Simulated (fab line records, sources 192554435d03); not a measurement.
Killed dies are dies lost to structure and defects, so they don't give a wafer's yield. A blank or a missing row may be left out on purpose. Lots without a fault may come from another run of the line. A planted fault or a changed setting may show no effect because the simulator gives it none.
Which tool did it? | flow n5_finfet | 8 lots, 24 wafers sampled, at 7 steps of a route of 1938

WHAT THE GAUGES READ, wafer by wafer
N5_SD_EPI_P_EPI_MEAS_23. Usual: thk_nm 60.7 nm, standard deviation 1.2.
lot  | measured    | on            | thk_nm (nm)    | flag
L505 | day 3 09:50 | film_metro-02 | 59.8 61.3 63.1 |
L507 | day 4 01:28 | film_metro-02 | 59.6 60.1 60.5 |
L509 | day 4 09:59 | film_metro-01 | 58.7 61.0 60.6 |
L515 | day 6 02:11 | film_metro-02 | 68.7 67.0 67.1 | OFF
L517 | day 6 14:51 | film_metro-01 | 66.0 65.9 65.8 | OFF
L521 | day 7 09:37 | film_metro-02 | 59.5 57.5 58.5 |
L522 | day 7 20:37 | film_metro-01 | 62.3 60.0 60.8 |
L528 | day 9 09:40 | film_metro-02 | 61.7 59.3 60.5 |

N5_SD_ACTIVATION_RS_MEAS_03: measures by four-point-probe. Usual: RS_SD_N 21.9 ohm/sq, standard deviation 0.33; RS_SD_P 56.5 ohm/sq, standard deviation 1.1.
lot  | measured    | on            | RS_SD_N (ohm/sq) | RS_SD_P (ohm/sq) | flag
L505 | day 3 10:28 | film_metro-01 | 21.9 21.7 21.8   | 57.3 56.8 57.1   |
L507 | day 4 02:06 | film_metro-02 | 21.7 21.7 21.9   | 57.1 56.7 57.2   |
L509 | day 4 10:53 | film_metro-02 | 22.1 22.2 21.7   | 57.5 58.3 57.0   |
L515 | day 6 02:58 | film_metro-02 | 21.6 21.6 22.0   | 45.8 47.1 46.7   | OFF
L517 | day 6 15:29 | film_metro-01 | 21.9 22.1 21.8   | 48.6 48.7 48.8   | OFF
L521 | day 7 10:23 | film_metro-02 | 21.3 21.9 21.7   | 58.1 58.3 57.9   |
L522 | day 7 21:14 | film_metro-01 | 22.2 21.8 22.0   | 56.6 57.8 57.2   |
L528 | day 9 10:17 | film_metro-02 | 21.3 21.8 21.5   | 56.7 59.1 57.7   |

N5_BEOL_M4_RC_MEAS_101. Usual: DIBL_N 36.0 mV/V, standard deviation 1.9; DIBL_P 35.6 mV/V, standard deviation 2.2; IOFF_N 0.15 nA/um, standard deviation 0.031; IOFF_P 0.19 nA/um, standard deviation 0.032; ION_N 668 uA/um, standard deviation 11; ION_P 455 uA/um, standard deviation 7.2; REXT_P 100.3 ohm.um, standard deviation 2.6; RS_SD_P 66.4 ohm/sq, standard deviation 1.2; SS_N 71.5 mV/dec, standard deviation 0.65; SS_P 73.4 mV/dec, standard deviation 0.64; VT_N 251 mV, standard deviation 3.6; VT_P -253 mV, standard deviation 3.3.
lot  | measured     | on        | DIBL_N (mV/V)  | DIBL_P (mV/V)  | IOFF_N (nA/um) | IOFF_P (nA/um) | ION_N (uA/um) | ION_P (uA/um) | REXT_P (ohm.um)   | RS_SD_P (ohm/sq) | SS_N (mV/dec)  | SS_P (mV/dec)  | VT_N (mV)   | VT_P (mV)      | flag
L505 | day 8 22:11  | prober-01 | 36.4 35.7 37.5 | 35.6 34.2 36.3 | 0.15 0.14 0.17 | 0.21 0.19 0.22 | 671 664 675   | 461 460 457   | 97.3 96.4 97.7    | 67.7 66.9 66.8   | 70.7 70.1 71.0 | 73.6 73.3 73.7 | 249 251 250 | -249 -251 -250 |
L507 | day 9 06:52  | prober-01 | 34.8 36.2 36.5 | 34.5 35.2 35.6 | 0.13 0.15 0.15 | 0.17 0.17 0.17 | 647 663 655   | 445 453 441   | 102.8 101.9 103.8 | 67.0 66.4 67.3   | 71.1 70.9 71.8 | 72.7 72.5 73.5 | 252 254 251 | -253 -253 -254 |
L509 | day 9 23:53  | prober-01 | 34.7 40.0 37.7 | 34.5 38.0 36.0 | 0.14 0.23 0.18 | 0.19 0.25 0.22 | 665 681 669   | 458 457 465   | 104.6 106.8 104.3 | 67.2 68.2 66.1   | 70.7 72.7 71.5 | 72.5 74.4 74.2 | 252 249 249 | -251 -250 -251 |
L515 | day 13 00:28 | prober-01 | 33.1 33.8 32.3 | 33.8 34.4 31.6 | 0.11 0.12 0.10 | 0.19 0.20 0.16 | 663 661 658   | 464 464 458   | 87.5 88.1 88.9    | 54.8 55.4 55.6   | 70.5 71.3 70.5 | 72.6 73.4 73.2 | 251 250 255 | -251 -250 -253 | OFF
L517 | day 13 07:22 | prober-01 | 38.7 37.5 37.1 | 38.0 36.3 36.0 | 0.17 0.15 0.15 | 0.25 0.22 0.21 | 674 672 659   | 471 464 456   | 94.2 95.9 96.7    | 57.4 56.7 57.9   | 71.9 72.2 71.0 | 74.9 73.7 73.4 | 250 251 256 | -247 -248 -252 | OFF
L521 | day 13 20:47 | prober-01 | 34.9 35.5 33.6 | 35.3 36.0 34.6 | 0.14 0.15 0.13 | 0.18 0.20 0.18 | 667 662 667   | 454 450 461   | 101.0 100.8 99.5  | 68.0 68.9 66.9   | 71.1 71.2 71.0 | 73.0 73.4 73.0 | 251 249 251 | -253 -248 -252 |
L522 | day 14 10:49 | prober-01 | 38.0 36.8 38.8 | 36.6 34.7 37.1 | 0.17 0.14 0.18 | 0.21 0.18 0.21 | 677 666 683   | 463 459 461   | 101.8 102.7 101.3 | 66.2 67.8 66.9   | 70.9 71.3 72.0 | 74.0 73.7 73.4 | 249 248 248 | -251 -253 -250 |
L528 | day 16 01:31 | prober-01 | 34.9 34.3 37.0 | 33.6 33.6 36.7 | 0.13 0.12 0.16 | 0.17 0.18 0.24 | 671 653 684   | 460 451 469   | 100.9 103.0 100.9 | 67.1 69.1 67.4   | 71.2 70.9 71.4 | 73.1 73.2 74.6 | 250 254 248 | -252 -253 -246 |

WHICH TOOL RAN EACH LOT (tool, then ch and the chambers of the sampled wafers, then the start)
lot  | N5_SD_EPI_N_SD_RECESS_17        | N5_SD_EPI_P_ETCH_37               | N5_SD_EPI_P_EPI_21             | N5_SD_ACTIVATION_RTA_00
L505 | rie_si-05 ch 2,3, day 3 02:11   | rie_diel-03 ch 0,3, day 3 06:22   | epi_rpcvd-03 ch 0, day 3 07:58 | rtp_anneal-01 ch 0, day 3 10:04
L507 | rie_si-01 ch 1,2,3, day 3 17:34 | rie_diel-03 ch 0,2,3, day 3 22:00 | epi_rpcvd-04 ch 0, day 3 23:59 | rtp_anneal-01 ch 0, day 4 01:43
L509 | rie_si-05 ch 0,3, day 4 02:39   | rie_diel-05 ch 1,2, day 4 06:31   | epi_rpcvd-03 ch 0, day 4 07:47 | rtp_anneal-02 ch 0, day 4 10:18
L515 | rie_si-01 ch 0,3, day 5 18:08   | rie_diel-02 ch 1,2,3, day 5 22:43 | epi_rpcvd-04 ch 0, day 6 00:42 | rtp_anneal-01 ch 0, day 6 02:35
L517 | rie_si-02 ch 1,2, day 6 07:24   | rie_diel-02 ch 1,2,3, day 6 11:24 | epi_rpcvd-04 ch 0, day 6 13:01 | rtp_anneal-02 ch 0, day 6 15:05
L521 | rie_si-01 ch 0,3, day 7 01:23   | rie_diel-02 ch 0,2,3, day 7 06:08 | epi_rpcvd-03 ch 0, day 7 08:29 | rtp_anneal-01 ch 0, day 7 09:59
L522 | rie_si-05 ch 0,2,3, day 7 12:38 | rie_diel-02 ch 0,2,3, day 7 17:09 | epi_rpcvd-03 ch 0, day 7 18:46 | rtp_anneal-02 ch 0, day 7 20:50
L528 | rie_si-02 ch 0,1,2, day 8 23:49 | rie_diel-02 ch 0,1,2, day 9 05:23 | epi_rpcvd-03 ch 0, day 9 06:46 | rtp_anneal-01 ch 0, day 9 09:53
- N5_SD_EPI_N_SD_RECESS_17: chemistry HBr/Cl2/O2, target depth 41 nm, time 23.7 s, bt time 3 s.
- N5_SD_EPI_P_ETCH_37: etches SOC in N2/H2, overetch 108 nm, time 486 s.
- N5_SD_EPI_P_EPI_21: deposits SiGe:B, time 355 s.
- N5_SD_ACTIVATION_RTA_00: time 0 s.

WHAT THE TOOLS THEMSELVES READ (means of the sampled wafers that have a number; where no wafer has one, the mark that the record gives instead)
N5_SD_EPI_N_SD_RECESS_17. Usual: drypump_motor_current_A 5.6 A, standard deviation 0.4; he_backside_leak_sccm 2.7 sccm, standard deviation 0.32; oes_product_au 1.008 a.u., standard deviation 0.019; throttle_valve_pct 37.0 %, standard deviation 0.35.
lot  | tool      | drypump_motor_current_A (A) | he_backside_leak_sccm (sccm) | oes_product_au (a.u.) | throttle_valve_pct (%) | flag
L505 | rie_si-05 | 5.9                         | 3.3                          | 1.002                 | 37.2                   |
L507 | rie_si-01 | 5.3                         | 2.9                          | 1.017                 | 36.9                   |
L509 | rie_si-05 | 5.8                         | 2.5                          | 1.011                 | 36.9                   |
L515 | rie_si-01 | 5.7                         | 3.1                          | 0.994                 | 36.8                   |
L517 | rie_si-02 | 5.6                         | 2.8                          | 1.029                 | 36.6                   |
L521 | rie_si-01 | 5.9                         | 2.7                          | 0.984                 | 37.0                   |
L522 | rie_si-05 | 5.9                         | 2.7                          | 1.009                 | 37.0                   |
L528 | rie_si-02 | 5.8                         | 2.8                          | 1.019                 | 36.8                   |

N5_SD_EPI_P_ETCH_37. Usual: drypump_motor_current_A 5.6 A, standard deviation 0.48; oes_product_au 0.67 a.u., standard deviation 0.051; rf_vpp_V 241.0 V, standard deviation 1.4; showerhead_plenum_p_Torr 2.54 Torr, standard deviation 0.097; temp_c 39.98 C, standard deviation 0.11; throttle_valve_pct 23.57 %, standard deviation 0.15.
lot  | tool        | drypump_motor_current_A (A) | oes_product_au (a.u.) | rf_vpp_V (V) | showerhead_plenum_p_Torr (Torr) | temp_c (C) | throttle_valve_pct (%) | flag
L505 | rie_diel-03 | 5.1                         | 0.71                  | 241.7        | 2.62                            | 40.02      | 23.58                  |
L507 | rie_diel-03 | 5.3                         | 0.69                  | 241.8        | 2.61                            | 39.98      | 23.61                  |
L509 | rie_diel-05 | 5.5                         | 0.75                  | 241.2        | 2.60                            | 40.04      | 23.31                  |
L515 | rie_diel-02 | 6.0                         | 0.68                  | 239.8        | 2.49                            | 40.13      | 23.55                  |
L517 | rie_diel-02 | 6.0                         | 0.68                  | 240.7        | 2.49                            | 39.91      | 23.57                  |
L521 | rie_diel-02 | 5.5                         | 0.66                  | 241.5        | 2.55                            | 39.97      | 23.53                  |
L522 | rie_diel-02 | 5.5                         | 0.65                  | 240.7        | 2.55                            | 39.93      | 23.54                  |
L528 | rie_diel-02 | 5.7                         | 0.66                  | 241.5        | 2.56                            | 39.94      | 23.67                  |

N5_SD_EPI_P_EPI_21. Usual: chamber_pressure_Torr 20.00 Torr, standard deviation 0.038.
lot  | tool         | chamber_pressure_Torr (Torr) | flag
L505 | epi_rpcvd-03 | 20.05                        |
L507 | epi_rpcvd-04 | 20.03                        |
L509 | epi_rpcvd-03 | 20.02                        |
L515 | epi_rpcvd-04 | 25.36                        | OFF
L517 | epi_rpcvd-04 | 25.35                        | OFF
L521 | epi_rpcvd-03 | 20.01                        |
L522 | epi_rpcvd-03 | 20.00                        |
L528 | epi_rpcvd-03 | 20.00                        |

N5_SD_ACTIVATION_RTA_00. Usual: lamp_power_pct 8.96 %, standard deviation 0.052; wafer_temp_C_max 975.1, standard deviation 2.2.
lot  | tool          | lamp_power_pct (%) | wafer_temp_C_max | flag
L505 | rtp_anneal-01 | 8.97               | 976.4            |
L507 | rtp_anneal-01 | 8.92               | 977.1            |
L509 | rtp_anneal-02 | 8.97               | 975.4            |
L515 | rtp_anneal-01 | 9.03               | 976.7            |
L517 | rtp_anneal-02 | 8.96               | 974.1            |
L521 | rtp_anneal-01 | 8.95               | 973.8            |
L522 | rtp_anneal-02 | 8.97               | 976.6            |
L528 | rtp_anneal-01 | 8.92               | 973.6            |

THE ANSWER, worked out from the rows above alone
Rule: a lot is off if the mean of its wafers that have a number lies more than 3 standard deviations from the usual mean. A lot without any number at a reading at which 4 lots or more have one is off too. The other lots that the step has rows for count as sound. The gauges are gone through in route order, then the tools' own readings, and for those a lot's mean is taken as printed above. The first step at which some lot is off is used, and at that step the reading that is off furthest; a lot without a number counts as furthest.
Off: L515, L517, at N5_SD_EPI_P_EPI_MEAS_23 (thk_nm).
A tool fits if, at a process step before that reading, it ran every lot that is off, and no sound lot after the first of them. The gauges at N5_SD_EPI_P_EPI_MEAS_23 aren't tried: what is off there is off at N5_BEOL_M4_RC_MEAS_101 too, on other tools, and a gauge's error can't cause that. One fits: epi_rpcvd-04 at N5_SD_EPI_P_EPI_21. Its last sound lot is L507 (day 3 23:59), its first lot that is off L515 (day 6 00:42): a fault that began between those two fits.
The tool's own readings at N5_SD_EPI_P_EPI_21 bear it out: on the lots that are off they differ by more than 5 times the standard deviation of the sound lots' means. chamber_pressure_Torr reads 25.36 Torr there against 20.02 Torr on the sound lots.

WHAT THE SIMULATOR HAD PUT IN
Process parameter drift: epi_rpcvd-04, from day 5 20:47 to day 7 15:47, at N5_SD_EPI_P_EPI_21. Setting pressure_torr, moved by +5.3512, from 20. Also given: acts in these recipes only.
Lots struck among those shown: L515, L517. The rule above found the same.
